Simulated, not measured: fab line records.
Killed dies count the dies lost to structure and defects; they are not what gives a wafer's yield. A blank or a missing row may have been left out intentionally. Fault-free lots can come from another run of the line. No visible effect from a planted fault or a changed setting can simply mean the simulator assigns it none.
Chamber matching :: flow n5-finfet :: N5_BEOL_M10_CURE_71 on uv-cure-03: 3 sister chambers
The step cures SiCOH lowk, time 240 s. 6 wafers are shown with their chamber, then 7 later ones without.

== WAFERS WITH THEIR CHAMBER ==
wafer: L628.3
chamber: 0
wafer_temp_C_max: 386.4
lamp-power-pct (%): 52.33

wafer: L628.5
chamber: 0
wafer_temp_C_max: 386.8
lamp-power-pct (%): 52.27

wafer: L630.5
chamber: 2
wafer_temp_C_max: 387.1
lamp-power-pct (%): 52.23

wafer: L630.6
chamber: 2
wafer_temp_C_max: 386.9
lamp-power-pct (%): 52.26

wafer: L640.3
chamber: 1
wafer_temp_C_max: 386.5
lamp-power-pct (%): 52.31

wafer: L640.4
chamber: 1
wafer_temp_C_max: 386.1
lamp-power-pct (%): 52.34

== WAFERS WITH NO CHAMBER GIVEN ==
wafer: L640.6
wafer_temp_C_max: 385.8
lamp-power-pct (%): 52.30

wafer: L641.1
wafer_temp_C_max: 387.0
lamp-power-pct (%): 52.34

wafer: L641.5
wafer_temp_C_max: 387.2
lamp-power-pct (%): 52.27

wafer: L641.6
wafer_temp_C_max: 386.6
lamp-power-pct (%): 52.32

wafer: L644.3
wafer_temp_C_max: 386.9
lamp-power-pct (%): 52.18

wafer: L644.5
wafer_temp_C_max: 386.7
lamp-power-pct (%): 52.33

wafer: L644.6
wafer_temp_C_max: 386.3
lamp-power-pct (%): 52.32

== THE CHAMBER EACH PASSED THROUGH ==
wafer: L640.6
from the rows above: can't be placed: 1 or 0
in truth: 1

wafer: L641.1
from the rows above: can't be placed: 0 or 1 or 2
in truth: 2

wafer: L641.5
from the rows above: can't be placed: 2 or 0
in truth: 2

wafer: L641.6
from the rows above: can't be placed: 0 or 1
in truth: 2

wafer: L644.3
from the rows above: can't be placed: 2 or 0
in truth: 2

wafer: L644.5
from the rows above: can't be placed: 0 or 1
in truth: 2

wafer: L644.6
from the rows above: can't be placed: 1 or 0
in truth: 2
Correctly placed: 0 of 7. These rows do not allow placing 7 (true chamber among the candidates in 4). 0 placed wrongly.
How it was worked out, from the rows above alone: a wafer's distance from a chamber is the root of the sum, over the readings, of the square of ((its reading less the chamber's mean) divided by the reading's scatter). The wafer belongs to the nearest chamber; if the next one is less than 2 further off, it can't be placed. For every chamber, the mean is computed from those of its wafers that are shown. The scatter is the square root of a quotient: the sum, over the shown wafers, of each reading's squared deviation from its chamber's mean, divided by wafers minus chambers.
